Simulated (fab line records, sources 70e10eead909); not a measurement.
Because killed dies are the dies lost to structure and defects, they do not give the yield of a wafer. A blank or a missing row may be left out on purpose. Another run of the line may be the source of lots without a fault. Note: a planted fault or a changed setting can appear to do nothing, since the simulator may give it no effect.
Chamber matching    flow nandHarc    rieDiel-10 running NHARC_P_CONTACT_DESCUM_17: 4 sister chambers
The step chemistry O2, time 3 s. 14 wafers are shown with their chamber, then 7 later ones without.

== EACH WAFER AND ITS CHAMBER ==
wafer   chamber  drypumpMotorCurrentA (A)  oesProductAu (a.u.)  throttleValvePct (%)
L075.3  2        6.1                       1.000                11.306
L075.4  0        6.4                       1.006                11.322
L075.5  1        4.8                       0.987                11.322
L076.4  2        6.1                       1.003                11.300
L076.5  3        5.6                       1.004                11.317
L076.6  0        6.4                       1.015                11.311
L078.2  1        4.8                       0.994                11.301
L078.4  3        5.6                       0.996                11.304
L078.6  0        6.4                       0.997                11.306
L079.1  2        6.1                       1.003                11.300
L079.3  0        6.4                       1.005                11.317
L079.5  1        4.8                       0.986                11.312
L084.1  3        5.6                       0.994                11.299
L084.5  0        6.5                       0.998                11.314

SIGNATURES (means of the wafers above)
reading               chamber 0  chamber 1  chamber 2  chamber 3  scatter within a chamber
drypumpMotorCurrentA  6.420      4.800      6.100      5.600      0.0283
oesProductAu          1.00420    0.98900    1.00200    0.99800    0.00557
throttleValvePct      11.31400   11.31167   11.30200   11.30667   0.00751
Rule: for each reading, subtract the chamber's mean from the wafer's reading, divide by that reading's scatter and square the result; add these up over the readings and take the root, which gives the wafer's distance from the chamber. The wafer belongs to the nearest chamber; if the next one is less than 2 further off, it can't be placed. The scatter is the square root of a quotient: the sum, over the shown wafers, of each reading's squared deviation from its chamber's mean, divided by wafers minus chambers.

== WAFERS WITH NO CHAMBER GIVEN ==
wafer   drypumpMotorCurrentA (A)  oesProductAu (a.u.)  throttleValvePct (%)
L084.6  4.8                       0.990                11.313
L088.2  6.4                       1.004                11.307
L088.5  5.6                       1.005                11.311
L088.6  6.5                       1.010                11.289
L093.4  6.1                       0.998                11.307
L093.5  6.1                       0.993                11.320
L093.6  4.8                       0.991                11.324

== WHICH CHAMBER EACH ONE RAN IN ==
wafer   from the rows above  in truth
L084.6  1                    1
L088.2  0                    0
L088.5  3                    3
L088.6  0                    0
L093.4  2                    2
L093.5  2                    2
L093.6  1                    1
Correct placement for 7 of the 7. Left unplaced by these rows: 0. Placed wrongly: 0.
